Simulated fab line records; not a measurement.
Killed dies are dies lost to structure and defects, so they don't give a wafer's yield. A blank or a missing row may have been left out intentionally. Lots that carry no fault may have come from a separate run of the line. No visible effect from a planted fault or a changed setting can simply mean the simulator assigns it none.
Chamber matching / flow n5 finfet / N5_FIN_SAQP_ETCH_65 on rie si-04 has 4 sister chambers
The step etches SiO2 in CF4, target depth 4 nm, time 4.4 s. 4 wafers are shown with their chamber, then 8 later ones without.

## EACH WAFER AND ITS CHAMBER
wafer=L084.2; chamber=0; throttle valve pct (%)=21.94
wafer=L094.1; chamber=1; throttle valve pct (%)=21.71
wafer=L094.2; chamber=2; throttle valve pct (%)=21.87
wafer=L095.1; chamber=3; throttle valve pct (%)=21.61

## WAFERS WITH NO CHAMBER GIVEN
wafer=L095.3; throttle valve pct (%)=21.89
wafer=L095.6; throttle valve pct (%)=21.94
wafer=L096.2; throttle valve pct (%)=21.89
wafer=L096.5; throttle valve pct (%)=21.95
wafer=L096.6; throttle valve pct (%)=21.61
wafer=L097.1; throttle valve pct (%)=21.94
wafer=L097.4; throttle valve pct (%)=21.86
wafer=L097.6; throttle valve pct (%)=21.72

## CHAMBER TAKEN BY EACH
wafer=L095.3; from the rows above=2; in truth=2
wafer=L095.6; from the rows above=0; in truth=0
wafer=L096.2; from the rows above=2; in truth=2
wafer=L096.5; from the rows above=0; in truth=0
wafer=L096.6; from the rows above=3; in truth=3
wafer=L097.1; from the rows above=0; in truth=0
wafer=L097.4; from the rows above=2; in truth=2
wafer=L097.6; from the rows above=1; in truth=1
8 of 8 placed correctly. Not placeable from these rows: 0. Wrongly placed: 0.
How it was worked out, from the rows above alone: a wafer's distance from a chamber is the root of the sum, over the readings, of the square of ((its reading less the chamber's mean) divided by the reading's scatter). The wafer belongs to the nearest chamber; if the next one is less than 2 further off, it can't be placed. A chamber's mean is the mean of its shown wafers. The scatter: root of mean squared gap, hidden wafer to nearest shown wafer, with one shown wafer a chamber.
